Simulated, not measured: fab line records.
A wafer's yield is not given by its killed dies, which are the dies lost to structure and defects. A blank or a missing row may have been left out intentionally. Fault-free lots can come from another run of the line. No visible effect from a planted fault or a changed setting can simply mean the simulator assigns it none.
A lot that was struck, set against a sound lot | flow n5Finfet | 23 out of 1938 route steps
Sound: these wafers, L321.1, L321.4, L321.6. Struck: wafers L319.1, L319.4, L319.5. Last of all comes the cause.
For every step that has rows: the tool of each side, followed by ch and its chambers, followed by its first start. Under that, the readings that differ: sound wafers | struck wafers | difference of the means | sigmas: that difference in standard deviations of wafers without a fault.
alike: words and numbers the same on both sides, and readings whose means are apart by under 2 such deviations; not compared: readings that were withheld, readings missing a value for some wafer, numbers with overlapping values and no deviation given by the record, and bounds like >300 which may hide the same value.
Wherever a step has rows on one side only, a row that says differs or no value, or a row with sigmas, the two part there. When numbers do not overlap yet have no deviation, they are printed without sigmas and do not part them. A reading that every wafer of one side lacks parts them only if that side has two wafers or more.

N5_BEOL_M6_INSPECT_13: inspects for defects (brightfield).
  struck on defectInspect-02, day 13 15:31; sound on defectInspect-02, day 13 16:57
reading        | sound       | struck      | difference | sigmas
rawDefectCount | 431 477 767 | 396 331 269 | -226       | -2
then, 1 step without rows for these wafers: N5_BEOL_M6_DESCUM_16 (chemistry O2, time 7.9 s).
N5_BEOL_M6_ETCH_61: etches SiARC in CF4, target depth 45.5 nm, time 75.8 s.
  sound on rieDiel-06 ch 2,3, day 13 17:01; struck on rieDiel-04 ch 0,2, day 13 15:35
reading              | sound             | struck            | difference | sigmas
throttleValvePct (%) | 15.61 15.62 15.60 | 15.54 16.20 16.17 | +0.36      | +2
  alike: drypumpMotorCurrentA, etchRfOnTimeS, oesProductAu, rfVppV, showerheadPlenumPTorr
  not compared: rfHoursCounterH
N5_BEOL_M6_ETCH_62: etches SOC in N2/H2, target depth 110 nm, overetch 22 nm, time 165 s.
  sound on rieDiel-06 ch 2,3, day 13 17:04; struck on rieDiel-04 ch 0,2, day 13 15:39
  alike: drypumpMotorCurrentA, h2FlowSccm, oesProductAu, rfVppV, showerheadPlenumPTorr, throttleValvePct
  not compared: rfHoursCounterH
then, 1 step without rows for these wafers: N5_BEOL_M6_STRIP_68 (strips in N2/H2).
N5_BEOL_M6_STRIP_67: strips in CF4.
  sound on rieDiel-06 ch 2,3, day 13 17:13; struck on rieDiel-04 ch 0,2, day 13 15:48
  alike: drypumpMotorCurrentA, oesProductAu, rfVppV, showerheadPlenumPTorr, throttleValvePct
  not compared: rfHoursCounterH
N5_BEOL_M6_HM_OPEN_17: chemistry Cl2/BCl3, target TiN, target depth 20 nm, overetch 6 nm.
  sound on rieMetal-03 ch 0,1, day 13 17:16; struck on rieMetal-01 ch 0,1, day 13 15:50
  alike: drypumpMotorCurrentA, mfcCl2Sccm, oes_ar_750_au, oesProductAu, throttleValvePct
  not compared: rfHoursCounterH
N5_BEOL_M6_STRIP_19: strips in O2.
  sound on rieDiel-06 ch 0,3, day 13 17:22; struck on rieDiel-04 ch 0,2, day 13 15:57
  alike: drypumpMotorCurrentA, oesProductAu, rfVppV, showerheadPlenumPTorr, throttleValvePct
  not compared: rfHoursCounterH
N5_BEOL_M6_CD_MEAS_18: pitch 80 nm, target cd 40 nm.
  struck on cdSem-03, day 13 16:01; sound on cdSem-01, day 13 17:26
  alike: cdNm
then, 3 steps without rows for these wafers: N5_BEOL_M6_COAT_63 (time 60 s, resist thk 60 nm); N5_BEOL_M6_COAT_64 (time 60 s, resist thk 12 nm); N5_BEOL_M6_COAT_71 (time 60 s, resist thk 5 nm).
N5_BEOL_M6_COAT_22: resist thk 30 nm.
  sound on lithoTrack-02 ch 0, day 13 19:03; struck on lithoTrack-05 ch 0, day 13 16:04
reading                                     | sound                | struck               | difference | sigmas
spinSpeedRpm (rpm)                          | 1501.3 1499.3 1500.1 | 1441.7 1440.3 1440.7 | -59.3      | -54
model.CAR-EUV_of_BEOL_M6_COAT_22.thkNm (nm) | 30 30 30             | 30.6 30.6 30.8       | +0.7       | 
  alike: resistLineTempC
then, 5 steps without rows for these wafers: N5_BEOL_M6_EBR_24; N5_BEOL_M6_SOFTBAKE_23 (time 60 s); N5_BEOL_M6_EXPOSE_25 (exposes mask V5, target cd 40 nm); N5_BEOL_M6_PEB_26 (peb time 60 s); N5_BEOL_M6_DEVELOP_27 (develop time 30 s).
N5_BEOL_M6_CD_MEAS_28 targets a cd of 40 nm.
  sound on cdSem-03 ch 0, day 13 19:19; struck on cdSem-02 ch 0, day 13 16:20
  alike: cdNm
N5_BEOL_M6_OVL_MEAS_29:
  sound on overlay-02 ch 0, day 13 19:20; struck on overlay-01 ch 0, day 13 16:22
  alike: V5_OVL
N5_BEOL_M6_INSPECT_30: inspects for defects (brightfield).
  struck on defectInspect-02, day 13 16:25; sound on defectInspect-01, day 13 19:24
reading        | sound       | struck      | difference | sigmas
rawDefectCount | 388 465 740 | 371 336 290 | -199       | -2
N5_BEOL_M6_DESCUM_33: chemistry O2, time 7 s.
  sound on rieDiel-06 ch 0,2, day 13 19:26; struck on rieDiel-01 ch 1,3, day 13 16:27
reading                                     | sound        | struck         | difference | sigmas
model.CAR-EUV_of_BEOL_M6_COAT_22.thkNm (nm) | 26.2 26.2 26 | 26.8 26.8 26.8 | +0.7       | 
  alike: drypumpMotorCurrentA, oesProductAu, rfVppV, showerheadPlenumPTorr, throttleValvePct
  not compared: rfHoursCounterH
then, 1 step without rows for these wafers: N5_BEOL_M6_ETCH_72 (etches underlayer in N2/H2, target depth 6.5 nm, time 5.2 s).

## WHERE THEY PART
Last at N5_BEOL_M6_INSPECT_30 as far as this record goes, first at N5_BEOL_M6_INSPECT_13. Later steps at which nothing parts them and some readings are alike: N5_BEOL_M6_DESCUM_33.

WHY: the cause the simulator had injected
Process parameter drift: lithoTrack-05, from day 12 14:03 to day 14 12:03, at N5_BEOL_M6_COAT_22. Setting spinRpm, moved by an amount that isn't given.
